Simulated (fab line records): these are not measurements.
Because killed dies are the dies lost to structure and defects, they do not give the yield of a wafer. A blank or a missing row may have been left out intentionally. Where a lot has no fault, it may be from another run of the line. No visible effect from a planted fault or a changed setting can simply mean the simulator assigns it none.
Comparing a struck lot with a sound one | flow n5-finfet | 16 steps out of a route of 1938
Sound: wafers L398.3, L398.4, L398.6. Wafers struck: L399.1, L399.3, L399.5. The cause is given at the end.
Per side, at each step with rows, come the tool, then ch with its chambers, and then its first start. Under that, the readings that differ: sound wafers | struck wafers | difference of the means | sigmas: that difference in standard deviations of wafers without a fault.
alike: words and numbers the same on both sides, and readings whose means are apart by under 2 such deviations; not compared: readings that were withheld, readings missing a value for some wafer, numbers with overlapping values and no deviation given by the record, and bounds like >300 which may hide the same value.
The two part at a step that has a row with sigmas, a row that says differs or no value, or rows on one side only. Numbers that don't overlap but have no deviation are shown without sigmas and don't part them. A reading that every wafer of one side lacks parts them only if that side has two wafers or more.

N5_BEOL_M0_SAQP_STRIP_86: strips in N2/H2.
  sound on rie-diel-06 ch 1,2, day 6 07:59; struck on rie-diel-05 ch 0,1, day 6 15:29
  alike: drypump-motor-current-A, n2-flow-sccm, oes-product-au, rf-vpp-V, showerhead-plenum-p-Torr, throttle-valve-pct
  not compared: rf-hours-counter-h
then, 2 steps without rows for these wafers: N5_BEOL_M0_SAQP_STRIP_115 (strips in post etch residue remover, time 60 s); N5_BEOL_M0_SAQP_SRD_93 (time 30 s).
N5_BEOL_M0_SAQP_RECESS_114: chemistry HF/NH3, target SiO2, target depth 14.4 nm, afs cycles 3, sublimation time 60 s.
  sound on vapor-etch-02 ch 0,1, day 6 08:14; struck on vapor-etch-02 ch 0,1, day 6 15:37
  alike: drypump-motor-current-A
then, 3 steps without rows for these wafers: N5_BEOL_M0_SAQP_SPACER1_ALD_98 (deposits SiO2, target thk 12.8 nm, pulse time 1 s, purge time 2 s); N5_BEOL_M0_SAQP_SPACER1_ETCHBACK_99 (etches SiO2 in CHF3/O2, target depth 15.4 nm, time 7.7 s); N5_BEOL_M0_SAQP_MANDREL1_REMOVE_100 (chemistry HBr/Cl2/O2, target a-Si, stops on SiNx, bt time 10 s).
N5_BEOL_M0_SAQP_CD_MEAS_25: target cd 13.1 nm.
  sound on cd-sem-01 ch 0, day 6 09:11; struck on cd-sem-02 ch 0, day 6 16:47
  alike: cd-nm
N5_BEOL_M0_SAQP_ETCH_101: etches SiNx in CH3F/O2, target depth 29.9 nm, time 42.7 s.
  sound on rie-diel-06 ch 0,2, day 6 09:13; struck on rie-diel-05 ch 0,1, day 6 16:50
  alike: O2_flow_sccm, drypump-motor-current-A, oes-product-au, rf-vpp-V, showerhead-plenum-p-Torr, throttle-valve-pct
  not compared: rf-hours-counter-h
N5_BEOL_M0_SAQP_ETCH_102: etches SiO2 in CF4, target depth 4 nm, time 4.4 s.
  sound on rie-si-06 ch 0,2,3, day 6 09:19; struck on rie-si-04 ch 1,2,3, day 6 16:56
  alike: drypump-motor-current-A, oes-product-au, throttle-valve-pct
  not compared: rf-hours-counter-h
N5_BEOL_M0_SAQP_MANDREL_ETCH_103: etches a-Si in HBr/Cl2, stops on SiCN, target depth 45 nm, bt time 10 s, time 27 s.
  sound on rie-si-06 ch 0,2,3, day 6 09:22; struck on rie-si-04 ch 1,2,3, day 6 16:58
  alike: drypump-motor-current-A, oes-product-au, throttle-valve-pct
  not compared: rf-hours-counter-h
then, 1 step without rows for these wafers: N5_BEOL_M0_SAQP_RECESS_104 (chemistry HF/NH3, target SiO2, target depth 18 nm, afs cycles 3, sublimation time 60 s).
N5_BEOL_M0_SAQP_COAT_105: time 60 s, resist thk 100 nm.
  sound on litho-track-05 ch 0, day 6 09:50; struck on litho-track-01 ch 0, day 6 17:26
  reading                                        | sound                | struck               | difference | sigmas
  spin-speed-rpm (rpm)                           | 1501.3 1501.5 1498.5 | 1558.9 1558.8 1558.2 | +58.2      | +58
  model.SOC_of_BEOL_M0_SAQP_COAT_105.thk-nm (nm) | 100.4 100 100.6      | 98 97.8 98           | -2         |
  alike: resist-line-temp-C
then, 1 step without rows for these wafers: N5_BEOL_M0_SAQP_ETCH_106 (etches SOC in N2/H2, stops on SiNx, target depth 150 nm).
N5_BEOL_M4_RC_MEAS_101:
  sound on prober-01 ch 0, day 8 13:27; struck on prober-01 ch 0, day 8 17:24
  alike: DIBL_N, DIBL_P, IOFF_N, IOFF_P, ION_N, ION_P, SS_N, SS_P, VT_N, VT_P
N5_PASSIVATION_PROBE_49:
  the record has rows for the sound wafers here (prober-01, day 12 10:10) and none for the struck ones

## WHERE THEY PART
Earliest at N5_BEOL_M0_SAQP_COAT_105; latest, in this record, at N5_PASSIVATION_PROBE_49.

WHY: what had been put in by the simulator
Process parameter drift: litho-track-01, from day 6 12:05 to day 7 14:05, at N5_BEOL_M0_SAQP_COAT_105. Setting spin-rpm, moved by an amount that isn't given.
